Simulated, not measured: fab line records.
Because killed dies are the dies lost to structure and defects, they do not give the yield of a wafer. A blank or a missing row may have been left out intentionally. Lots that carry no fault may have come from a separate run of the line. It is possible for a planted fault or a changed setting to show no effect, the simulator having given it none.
Matching of chambers + flow nand_harc + pecvd-04 running NHARC_A_CONTACT_DEP_29: 3 sister chambers
The step deposits SiON, target thk 100 nm. 6 wafers are shown with their chamber, then 12 later ones without.

== EACH WAFER AND ITS CHAMBER ==
| wafer  | chamber | heater_power_w (W) |
|--------|---------|--------------------|
| L090.1 | 0       | 670                |
| L090.2 | 1       | 816                |
| L090.3 | 2       | 651                |
| L090.4 | 1       | 658                |
| L090.5 | 2       | 689                |
| L090.6 | 0       | 697                |

== WAFERS WITHOUT THEIR CHAMBER ==
| wafer  | heater_power_w (W) |
|--------|--------------------|
| L092.4 | 659                |
| L092.5 | 721                |
| L092.6 | 776                |
| L093.2 | 637                |
| L093.3 | 708                |
| L093.6 | 655                |
| L096.2 | 740                |
| L096.3 | 626                |
| L096.4 | 747                |
| L097.1 | 730                |
| L097.2 | 653                |
| L097.5 | 711                |

== WHICH CHAMBER EACH ONE RAN IN ==
| wafer  | from the rows above          | in truth |
|--------|------------------------------|----------|
| L092.4 | can't be placed: 2 or 0 or 1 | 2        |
| L092.5 | can't be placed: 1 or 0 or 2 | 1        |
| L092.6 | can't be placed: 1 or 0 or 2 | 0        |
| L093.2 | can't be placed: 2 or 0 or 1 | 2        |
| L093.3 | can't be placed: 0 or 1 or 2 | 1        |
| L093.6 | can't be placed: 2 or 0 or 1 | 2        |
| L096.2 | can't be placed: 1 or 0 or 2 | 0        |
| L096.3 | can't be placed: 2 or 0 or 1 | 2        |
| L096.4 | can't be placed: 1 or 0 or 2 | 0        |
| L097.1 | can't be placed: 1 or 0 or 2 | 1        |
| L097.2 | can't be placed: 2 or 0 or 1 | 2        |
| L097.5 | can't be placed: 1 or 0 or 2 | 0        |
Placed correctly: 0 of 12. Unplaceable from these rows: 12, with the true chamber sitting among the candidates in 12. Number placed wrongly: 0.
How it was worked out, from the rows above alone: a wafer's distance from a chamber is the root of the sum, over the readings, of the square of ((its reading less the chamber's mean) divided by the reading's scatter). The wafer belongs to the nearest chamber; if the next one is less than 2 further off, it can't be placed. Each chamber's mean is taken over the wafers shown for it. How the scatter is found: for the shown wafers, subtract from each reading the mean of its chamber, square and add these, divide the total by (wafers less chambers), then take the root.
